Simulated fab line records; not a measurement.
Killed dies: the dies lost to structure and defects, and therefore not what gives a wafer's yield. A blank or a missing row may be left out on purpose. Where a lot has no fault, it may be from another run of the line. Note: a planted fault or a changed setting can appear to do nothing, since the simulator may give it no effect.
Comparing a struck lot with a sound one -- flow n5-finfet -- 14 out of 1938 route steps
Sound: the wafers L843.4, L843.5, L843.6. Struck: wafer L848.6 (left out: L848.2, L848.4 of the same lot, which were not struck); the cause appears at the end.
At each step with rows: each side's tool, then ch and its chambers, then its first start. Under that, the readings that differ: sound wafers -- struck wafers -- difference of the means -- sigmas: that difference in standard deviations of wafers without a fault.
alike: words and numbers the same on both sides, and readings whose means are apart by under 2 such deviations; not compared: readings that were withheld, readings missing a value for some wafer, numbers with overlapping values and no deviation given by the record, and bounds like >300 which may hide the same value.
The two part at a step that has a row with sigmas, a row that says differs or no value, or rows on one side only. Non-overlapping numbers with no deviation appear without sigmas and do not part them. A reading missing from all wafers of one side parts the sides only when that side holds two or more wafers.

first, 2 steps without rows for these wafers: N5_BEOL_M12_PRECLEAN_39 (cleans in residue remover, time 60 s); N5_BEOL_M12_SRD_40 (time 30 s, dry time 30 s).
N5_BEOL_M12_DEGAS_41: time 60 s.
  struck on pvd-sputter-01, day 13 02:00; sound on pvd-sputter-01, day 11 15:10
  alike: heater-power-w
then, 1 step without rows for these wafers: N5_BEOL_M12_PRE_CLEAN_42 (time 30 s).
N5_BEOL_M12_SPUTTER_43: material TaN, target thk 15 nm, time 24.19 s.
  struck on pvd-sputter-01, day 13 02:05; sound on pvd-sputter-01, day 11 15:15
  alike: throttle-valve-pct
N5_BEOL_M12_SPUTTER_44: material Ta, target thk 10 nm, time 16.13 s.
  struck on pvd-sputter-01, day 13 02:10; sound on pvd-sputter-01, day 11 15:20
  alike: throttle-valve-pct
N5_BEOL_M12_SPUTTER_45: material Cu, target thk 80 nm, time 13.33 s.
  struck on pvd-sputter-01, day 13 02:14; sound on pvd-sputter-01, day 11 15:25
  alike: throttle-valve-pct
then, 2 steps without rows for these wafers: N5_BEOL_M12_ECD_47 (material Cu, target thk 720 nm); N5_BEOL_M12_ANNEAL_48 (time 90 s).
N5_BEOL_M12_CMP_49: polishes, stops on SiOC, t overpolish 20.6 s, target thk 320 nm.
  sound on cmp-01 ch 0,1,2, day 11 16:05; struck on cmp-01 ch 0, day 13 02:50
  alike: barrier-field-endpoint-s, clearing-platen-down-force-psi, motor-current-A, overpolish-run-s, slurry-flow-ml-min
N5_BEOL_M12_THK_MEAS_50: measures by xrf.
  struck on film-metro-02, day 13 03:06; sound on film-metro-01, day 11 16:16
  alike: M12_THK
then, 1 step without rows for these wafers: N5_BEOL_M12_PRE_CLEAN_52 (time 15 s).
N5_BEOL_M12_DEP_53: deposits SiCN from 3MS/NH3, target thk 30 nm, time 10.5 s.
  sound on pecvd-03 ch 0,1,2, day 11 16:20; struck on pecvd-04 ch 2, day 13 03:10
reading,sound,struck,difference,sigmas
model.SiCN_of_BEOL_M12_DEP_53.thk-nm (nm),30.6 30.4 29.8,10.6,-19.7,
  alike: showerhead-plenum-p-Torr, throttle-valve-pct
N5_BEOL_M12_RS_MEAS_54: measurement is done with a four-point probe.
  struck on film-metro-02, day 13 03:13; sound on film-metro-01, day 11 16:23
  alike: M12_RS

## WHERE THEY PART
Nowhere in this record.

WHY: the cause the simulator had injected
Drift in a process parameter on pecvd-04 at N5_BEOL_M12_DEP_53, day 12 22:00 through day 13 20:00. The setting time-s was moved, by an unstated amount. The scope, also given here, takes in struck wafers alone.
